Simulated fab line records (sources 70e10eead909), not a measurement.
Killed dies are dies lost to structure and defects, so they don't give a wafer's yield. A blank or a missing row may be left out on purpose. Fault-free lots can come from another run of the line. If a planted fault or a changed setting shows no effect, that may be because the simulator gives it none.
Matching of chambers | flow nand-harc | NHARC_P_ZERO_WELL_ETCH_63 on rie-si-05 has 4 sister chambers
The step etches the open film in HBr/Cl2, target depth 120 nm, time 40.1 s. 14 wafers are shown with their chamber, then 7 later ones without.

== WAFERS WITH THEIR CHAMBER ==
wafer  | chamber | drypump-motor-current-A (A) | oes-product-au (a.u.) | rf-fwd-power-W (W)
L407.1 | 2       | 5.8                         | 0.997                 | 390.8
L407.2 | 3       | 6.3                         | 0.988                 | 393.8
L407.5 | 2       | 5.8                         | 0.994                 | 392.0
L414.1 | 0       | 4.9                         | 1.004                 | 395.5
L414.3 | 1       | 5.7                         | 1.010                 | 395.6
L414.6 | 0       | 4.9                         | 0.999                 | 394.4
L421.1 | 1       | 5.6                         | 1.024                 | 391.5
L421.3 | 3       | 6.3                         | 0.986                 | 392.6
L421.5 | 2       | 5.8                         | 1.008                 | 391.5
L424.4 | 0       | 4.9                         | 1.011                 | 397.9
L424.5 | 3       | 6.3                         | 0.984                 | 395.2
L424.6 | 0       | 4.9                         | 1.010                 | 397.1
L426.2 | 0       | 4.9                         | 1.013                 | 395.2
L426.3 | 3       | 6.2                         | 0.984                 | 393.1

SIGNATURES (means of the wafers above)
reading                 | chamber 0 | chamber 1 | chamber 2 | chamber 3 | scatter within a chamber
drypump-motor-current-A | 4.900     | 5.650     | 5.800     | 6.275     | 0.0354
oes-product-au          | 1.00740   | 1.01700   | 0.99967   | 0.98550   | 0.00592
rf-fwd-power-W          | 396.020   | 393.550   | 391.433   | 393.675   | 1.46
Rule: for a wafer and a chamber, the distance is found by dividing, reading by reading, the gap between the wafer's reading and the chamber's mean by the reading's scatter, squaring, summing and taking the root. The wafer belongs to the nearest chamber; if the next one is less than 2 further off, it can't be placed. The scatter is the square root of a quotient: the sum, over the shown wafers, of each reading's squared deviation from its chamber's mean, divided by wafers minus chambers.

== WAFERS WITH NO CHAMBER GIVEN ==
wafer  | drypump-motor-current-A (A) | oes-product-au (a.u.) | rf-fwd-power-W (W)
L426.6 | 5.7                         | 1.025                 | 395.2
L427.2 | 5.7                         | 1.025                 | 394.7
L427.4 | 4.9                         | 1.021                 | 396.6
L427.5 | 6.2                         | 0.982                 | 394.9
L428.3 | 5.9                         | 0.996                 | 391.8
L428.5 | 4.9                         | 1.016                 | 396.8
L428.6 | 5.7                         | 1.004                 | 394.5

== WHICH CHAMBER EACH ONE RAN IN ==
wafer  | from the rows above     | in truth
L426.6 | 1                       | 1
L427.2 | 1                       | 1
L427.4 | 0                       | 0
L427.5 | 3                       | 3
L428.3 | 2                       | 2
L428.5 | 0                       | 0
L428.6 | can't be placed: 1 or 2 | 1
Placed correctly: 6 of 7. Can't be placed from these rows: 1 (the true chamber is among the candidates in 1). Number placed wrongly: 0.
